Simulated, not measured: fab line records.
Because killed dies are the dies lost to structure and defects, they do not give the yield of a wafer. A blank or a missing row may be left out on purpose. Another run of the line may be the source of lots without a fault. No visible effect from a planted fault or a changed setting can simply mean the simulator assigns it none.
Which tool is to blame?	flow n5_finfet	24 lots, 72 wafers sampled, at 6 steps of a route of 1938

== WHAT THE GAUGES SHOWED, per wafer ==
N5_BEOL_M5_OVL_MEAS_12. Usual: M5_OVL 0.0 nm, standard deviation 0.66.
lot	measured	on	M5_OVL (nm)	flag
L074	day 8 06:59	overlay-01	0.8 0.3 0.6	
L075	day 8 03:00	overlay-02	-0.5 -0.6 -0.3	
L077	day 8 14:47	overlay-01	-0.2 -0.5 0.4	
L076	day 8 15:01	overlay-01	0.0 -0.4 -0.8	
L078	day 9 10:19	overlay-02	-0.6 -0.1 -0.4	
L079	day 9 13:28	overlay-02	0.9 0.6 0.5	
L081	day 9 20:40	overlay-01	0.1 -0.1 -0.7	
L082	day 10 02:14	overlay-01	-0.7 -1.1 0.3	
L080	day 10 06:27	overlay-01	0.4 0.9 1.3	
L083	day 10 17:58	overlay-01	-1.0 -0.2 -1.1	
L086	day 10 23:56	overlay-01	-0.1 -0.5 -0.6	
L084	day 11 03:40	overlay-01	0.6 0.9 0.6	
L085	day 11 03:52	overlay-01	0.1 -0.9 -0.5	
L088	day 11 12:21	overlay-01	0.0 -0.1 0.6	
L087	day 11 06:51	overlay-01	-0.2 0.2 0.0	
L089	day 12 00:01	overlay-02	-0.2 -1.4 -1.0	
L090	day 12 02:29	overlay-02	1.0 -0.1 0.6	
L092	day 12 10:03	overlay-02	-0.7 -0.4 -1.1	
L091	day 13 00:32	overlay-01	0.1 0.1 -0.3	
L093	day 13 01:22	overlay-02	0.7 0.7 0.0	
L094	day 13 03:59	overlay-01	1.6 -0.1 0.0	
L095	day 13 15:12	overlay-02	0.4 0.4 0.2	
L096	day 13 18:20	overlay-02	0.1 0.7 1.4	
L097	day 14 12:49	overlay-02	-0.5 0.4 -0.3	

== EACH LOT AND THE TOOL THAT RAN IT (in order: tool; ch and the chambers of the sampled wafers; start) ==
lot	N5_BEOL_M4_ETCH_77	N5_BEOL_M4_ANNEAL_49	N5_BEOL_M4_ANNEAL_82	N5_BEOL_M4_SPUTTER_88	N5_BEOL_M5_HM_DEP_02
L074	rie_diel-03 ch 0,1,3, day 7 11:16	pvd_sputter-01, day 8 01:05	pvd_sputter-01, day 8 01:31	pvd_sputter-01, day 8 01:53	pvd_sputter-03, day 8 06:26
L075	rie_diel-02 ch 1,2, day 7 15:10	pvd_sputter-02, day 7 19:24	pvd_sputter-02, day 7 19:50	pvd_sputter-02, day 7 20:12	pvd_sputter-02, day 8 02:35
L077	rie_diel-04 ch 1,2, day 8 04:36	pvd_sputter-01, day 8 07:25	pvd_sputter-01, day 8 07:52	pvd_sputter-01, day 8 08:13	pvd_sputter-01, day 8 14:22
L076	rie_diel-03 ch 1,2, day 8 04:57	pvd_sputter-03, day 8 07:35	pvd_sputter-03, day 8 08:02	pvd_sputter-03, day 8 08:23	pvd_sputter-01, day 8 14:28
L078	rie_diel-03 ch 1,2,3, day 9 01:48	pvd_sputter-02, day 9 04:48	pvd_sputter-02, day 9 05:14	pvd_sputter-02, day 9 05:36	pvd_sputter-01, day 9 09:53
L079	rie_diel-04 ch 1,2, day 9 03:03	pvd_sputter-03, day 9 07:26	pvd_sputter-03, day 9 07:52	pvd_sputter-03, day 9 08:14	pvd_sputter-02, day 9 12:55
L081	rie_diel-03 ch 2,3, day 9 11:20	pvd_sputter-03, day 9 14:04	pvd_sputter-03, day 9 14:31	pvd_sputter-03, day 9 14:52	pvd_sputter-01, day 9 20:07
L082	rie_diel-04 ch 0,1,2, day 9 16:43	pvd_sputter-01, day 9 20:50	pvd_sputter-01, day 9 21:16	pvd_sputter-01, day 9 21:38	pvd_sputter-03, day 10 01:49
L080	rie_diel-03 ch 0,2,3, day 9 16:59	pvd_sputter-01, day 9 23:25	pvd_sputter-01, day 9 23:51	pvd_sputter-01, day 10 00:13	pvd_sputter-02, day 10 05:53
L083	rie_diel-04 ch 0,1,2, day 10 07:43	pvd_sputter-01, day 10 11:56	pvd_sputter-01, day 10 12:22	pvd_sputter-01, day 10 12:44	pvd_sputter-02, day 10 17:25
L086	rie_diel-02 ch 0,1,3, day 10 11:34	pvd_sputter-02, day 10 17:57	pvd_sputter-02, day 10 18:23	pvd_sputter-02, day 10 18:45	pvd_sputter-03, day 10 23:31
L084	rie_diel-02 ch 0,2,3, day 10 12:43	pvd_sputter-01, day 10 20:26	pvd_sputter-01, day 10 20:52	pvd_sputter-01, day 10 21:14	pvd_sputter-01, day 11 03:14
L085	rie_diel-02 ch 1,2,3, day 10 14:12	pvd_sputter-02, day 10 21:08	pvd_sputter-02, day 10 21:34	pvd_sputter-02, day 10 21:56	pvd_sputter-01, day 11 03:26
L088	rie_diel-03 ch 0,3, day 10 21:34	pvd_sputter-03, day 11 03:20	pvd_sputter-03, day 11 03:47	pvd_sputter-03, day 11 04:08	pvd_sputter-01, day 11 11:55
L087	rie_diel-02 ch 0,2,3, day 10 21:49	pvd_sputter-01, day 11 01:22	pvd_sputter-01, day 11 01:49	pvd_sputter-01, day 11 02:10	pvd_sputter-01, day 11 06:26
L089	rie_diel-03 ch 0,1,2, day 11 06:44	pvd_sputter-02, day 11 18:41	pvd_sputter-02, day 11 19:07	pvd_sputter-02, day 11 19:29	pvd_sputter-01, day 11 23:36
L090	rie_diel-02 ch 0,1,2, day 11 14:50	pvd_sputter-02, day 11 20:55	pvd_sputter-02, day 11 21:22	pvd_sputter-02, day 11 21:43	pvd_sputter-02, day 12 02:03
L092	rie_diel-04 ch 1,2,3, day 12 00:42	pvd_sputter-01, day 12 04:38	pvd_sputter-01, day 12 05:04	pvd_sputter-01, day 12 05:26	pvd_sputter-02, day 12 09:36
L091	rie_diel-03 ch 2,3, day 12 07:07	pvd_sputter-01, day 12 18:07	pvd_sputter-01, day 12 18:34	pvd_sputter-01, day 12 18:55	pvd_sputter-01, day 13 00:07
L093	rie_diel-02 ch 1,2,3, day 12 11:58	pvd_sputter-03, day 12 19:04	pvd_sputter-03, day 12 19:30	pvd_sputter-03, day 12 19:52	pvd_sputter-03, day 13 00:57
L094	rie_diel-03 ch 1,2, day 12 17:26	pvd_sputter-01, day 12 22:22	pvd_sputter-01, day 12 22:48	pvd_sputter-01, day 12 23:10	pvd_sputter-02, day 13 03:33
L095	rie_diel-02 ch 0,2,3, day 13 04:50	pvd_sputter-02, day 13 09:35	pvd_sputter-02, day 13 10:01	pvd_sputter-02, day 13 10:23	pvd_sputter-03, day 13 14:37
L096	rie_diel-02 ch 1,2,3, day 13 08:23	pvd_sputter-02, day 13 12:34	pvd_sputter-02, day 13 13:00	pvd_sputter-02, day 13 13:22	pvd_sputter-03, day 13 17:28
L097	rie_diel-02 ch 0,1,3, day 13 23:25	pvd_sputter-02, day 14 06:13	pvd_sputter-02, day 14 06:39	pvd_sputter-02, day 14 07:01	pvd_sputter-01, day 14 12:17
- N5_BEOL_M4_ETCH_77: etches underlayer in N2/H2, target depth 6.5 nm, time 5.2 s.
- N5_BEOL_M4_ANNEAL_49: time 240 s.
- N5_BEOL_M4_ANNEAL_82: time 240 s.
- N5_BEOL_M4_SPUTTER_88: material Cu, target thk 4.5 nm, time 8.29 s.
- N5_BEOL_M5_HM_DEP_02: deposits TiN, target thk 20 nm.

== WHAT THE TOOLS THEMSELVES READ (means of the sampled wafers that have a number; where no wafer has one, the mark that the record gives instead) ==
N5_BEOL_M4_ETCH_77. Usual: drypump_motor_current_A 5.5 A, standard deviation 0.48; etch_rf_on_time_s 5.19 s, standard deviation 0.086; oes_product_au 0.70 a.u., standard deviation 0.077; rf_vpp_V 523.4 V, standard deviation 2.7; showerhead_plenum_p_Torr 2.54 Torr, standard deviation 0.09; throttle_valve_pct 17.8 %, standard deviation 0.31.
lot	tool	drypump_motor_current_A (A)	etch_rf_on_time_s (s)	oes_product_au (a.u.)	rf_vpp_V (V)	showerhead_plenum_p_Torr (Torr)	throttle_valve_pct (%)	flag
L074	rie_diel-03	5.5	5.07	0.71	523.1	2.54	17.8	
L075	rie_diel-02	5.5	5.29	0.68	522.6	2.49	17.7	
L077	rie_diel-04	5.4	5.17	0.75	524.9	2.54	17.8	
L076	rie_diel-03	5.5	5.25	0.68	522.1	2.48	17.7	
L078	rie_diel-03	5.5	5.15	0.64	523.8	2.54	17.8	
L079	rie_diel-04	5.7	5.17	0.67	524.7	2.58	18.1	
L081	rie_diel-03	5.6	5.24	0.61	523.5	2.56	18.0	
L082	rie_diel-04	5.4	5.16	0.74	524.1	2.55	18.0	
L080	rie_diel-03	5.7	5.16	0.66	524.2	2.55	18.0	
L083	rie_diel-04	5.3	5.15	0.72	522.4	2.54	18.0	
L086	rie_diel-02	5.6	5.21	0.71	524.1	2.52	17.6	
L084	rie_diel-02	5.2	5.19	0.68	523.4	2.52	17.8	
L085	rie_diel-02	5.7	5.18	0.75	522.7	2.55	17.5	
L088	rie_diel-03	5.5	5.19	0.66	524.7	2.59	18.0	
L087	rie_diel-02	5.2	5.25	0.67	522.6	2.52	17.8	
L089	rie_diel-03	5.8	5.12	0.68	521.7	2.48	17.9	
L090	rie_diel-02	5.6	5.23	0.68	520.9	2.45	17.8	
L092	rie_diel-04	5.8	5.23	0.69	524.1	2.53	17.8	
L091	rie_diel-03	5.7	5.18	0.75	523.5	2.55	17.8	
L093	rie_diel-02	5.6	5.20	0.73	523.5	2.54	17.5	
L094	rie_diel-03	5.7	5.21	0.77	522.3	2.48	17.6	
L095	rie_diel-02	5.2	5.13	0.75	525.5	2.62	17.7	
L096	rie_diel-02	5.6	5.20	0.72	525.2	2.54	17.6	
L097	rie_diel-02	5.6	5.22	0.75	525.4	2.62	17.5	

N5_BEOL_M4_ANNEAL_49. Usual: heater_power_w 814 W, standard deviation 110; susceptor_temp_C 399.98 C, standard deviation 0.21.
lot	tool	heater_power_w (W)	susceptor_temp_C (C)	flag
L074	pvd_sputter-01	735	400.01	
L075	pvd_sputter-02	843	400.03	
L077	pvd_sputter-01	759	399.96	
L076	pvd_sputter-03	999	400.16	
L078	pvd_sputter-02	901	399.78	
L079	pvd_sputter-03	886	399.94	
L081	pvd_sputter-03	834	400.04	
L082	pvd_sputter-01	729	399.99	
L080	pvd_sputter-01	741	400.16	
L083	pvd_sputter-01	761	399.99	
L086	pvd_sputter-02	846	399.98	
L084	pvd_sputter-01	721	400.02	
L085	pvd_sputter-02	756	400.11	
L088	pvd_sputter-03	946	400.04	
L087	pvd_sputter-01	739	399.73	
L089	pvd_sputter-02	847	399.98	
L090	pvd_sputter-02	844	399.96	
L092	pvd_sputter-01	740	400.20	
L091	pvd_sputter-01	706	399.86	
L093	pvd_sputter-03	939	399.86	
L094	pvd_sputter-01	698	400.13	
L095	pvd_sputter-02	911	400.08	
L096	pvd_sputter-02	911	399.86	
L097	pvd_sputter-02	901	399.87	

N5_BEOL_M4_ANNEAL_82. Usual: heater_power_w 815 W, standard deviation 110; susceptor_temp_C 400.04 C, standard deviation 0.23.
lot	tool	heater_power_w (W)	susceptor_temp_C (C)	flag
L074	pvd_sputter-01	728	400.05	
L075	pvd_sputter-02	825	400.23	
L077	pvd_sputter-01	752	400.01	
L076	pvd_sputter-03	995	399.95	
L078	pvd_sputter-02	900	399.82	
L079	pvd_sputter-03	882	400.04	
L081	pvd_sputter-03	831	400.15	
L082	pvd_sputter-01	736	400.01	
L080	pvd_sputter-01	758	400.07	
L083	pvd_sputter-01	761	399.93	
L086	pvd_sputter-02	858	400.19	
L084	pvd_sputter-01	727	400.08	
L085	pvd_sputter-02	746	400.17	
L088	pvd_sputter-03	958	400.12	
L087	pvd_sputter-01	731	399.98	
L089	pvd_sputter-02	843	399.94	
L090	pvd_sputter-02	855	399.88	
L092	pvd_sputter-01	741	400.14	
L091	pvd_sputter-01	713	400.10	
L093	pvd_sputter-03	938	399.72	
L094	pvd_sputter-01	703	400.06	
L095	pvd_sputter-02	907	399.99	
L096	pvd_sputter-02	914	399.83	
L097	pvd_sputter-02	901	399.98	

N5_BEOL_M4_SPUTTER_88. Usual: chuck_sensor_temp_C -16.0 C, standard deviation 0.58; susceptor_temp_C -19.98 C, standard deviation 0.1; throttle_valve_pct 30.4 %, standard deviation 1.
lot	tool	chuck_sensor_temp_C (C)	susceptor_temp_C (C)	throttle_valve_pct (%)	flag
L074	pvd_sputter-01	-15.7	-20.00	29.9	
L075	pvd_sputter-02	-16.5	-19.93	30.8	
L077	pvd_sputter-01	-16.0	-20.03	30.7	
L076	pvd_sputter-03	-15.5	-19.99	31.0	
L078	pvd_sputter-02	-16.5	-19.96	30.1	
L079	pvd_sputter-03	-15.2	-20.00	29.9	
L081	pvd_sputter-03	-15.5	-19.92	29.8	
L082	pvd_sputter-01	-15.8	-20.09	30.0	
L080	pvd_sputter-01	-16.0	-20.05	30.7	
L083	pvd_sputter-01	-16.1	-19.98	30.9	
L086	pvd_sputter-02	-16.4	-20.00	30.8	
L084	pvd_sputter-01	-15.8	-20.01	29.7	
L085	pvd_sputter-02	-16.6	-19.89	31.4	
L088	pvd_sputter-03	-15.4	-19.96	30.3	
L087	pvd_sputter-01	-15.7	-20.04	30.0	
L089	pvd_sputter-02	-16.5	-19.98	31.0	
L090	pvd_sputter-02	-16.5	-20.03	30.8	
L092	pvd_sputter-01	-15.9	-19.98	30.6	
L091	pvd_sputter-01	-15.3	-19.86	29.0	
L093	pvd_sputter-03	-15.8	-20.08	30.9	
L094	pvd_sputter-01	-15.6	-19.94	29.6	
L095	pvd_sputter-02	-16.5	-19.96	30.1	
L096	pvd_sputter-02	-16.4	-20.02	30.1	
L097	pvd_sputter-02	-16.4	-20.05	30.0	

N5_BEOL_M5_HM_DEP_02. Usual: susceptor_temp_C 25.01 C, standard deviation 0.11; throttle_valve_pct 30.3 %, standard deviation 1.
lot	tool	susceptor_temp_C (C)	throttle_valve_pct (%)	flag
L074	pvd_sputter-03	24.94	30.4	
L075	pvd_sputter-02	25.04	30.9	
L077	pvd_sputter-01	25.07	31.2	
L076	pvd_sputter-01	25.07	29.5	
L078	pvd_sputter-01	24.94	29.6	
L079	pvd_sputter-02	25.04	30.1	
L081	pvd_sputter-01	24.95	30.0	
L082	pvd_sputter-03	25.10	30.0	
L080	pvd_sputter-02	25.03	30.5	
L083	pvd_sputter-02	25.08	30.7	
L086	pvd_sputter-03	24.91	29.9	
L084	pvd_sputter-01	25.13	29.3	
L085	pvd_sputter-01	25.03	30.0	
L088	pvd_sputter-01	25.00	30.5	
L087	pvd_sputter-01	25.04	30.8	
L089	pvd_sputter-01	24.97	30.3	
L090	pvd_sputter-02	24.98	31.0	
L092	pvd_sputter-02	25.07	30.1	
L091	pvd_sputter-01	25.08	30.1	
L093	pvd_sputter-03	25.16	30.4	
L094	pvd_sputter-02	25.08	30.1	
L095	pvd_sputter-03	24.95	30.3	
L096	pvd_sputter-03	24.97	30.6	
L097	pvd_sputter-01	25.00	29.4	

== THE ANSWER, worked out from the rows above alone ==
Rule: lot off if the mean of its wafers having a number is beyond 3 standard deviations from the usual mean. A lot without any number at a reading at which 4 lots or more have one is off too. The other lots that the step has rows for count as sound. After the gauges, taken in route order, come the tools' own readings; for these a lot's mean is taken, as printed above. The first step at which some lot is off is used, and at that step the reading that is off furthest; a lot without a number counts as furthest.
No lot is off at any reading shown: from this, nothing can be told.

== WHAT THE SIMULATOR HAD INSERTED ==
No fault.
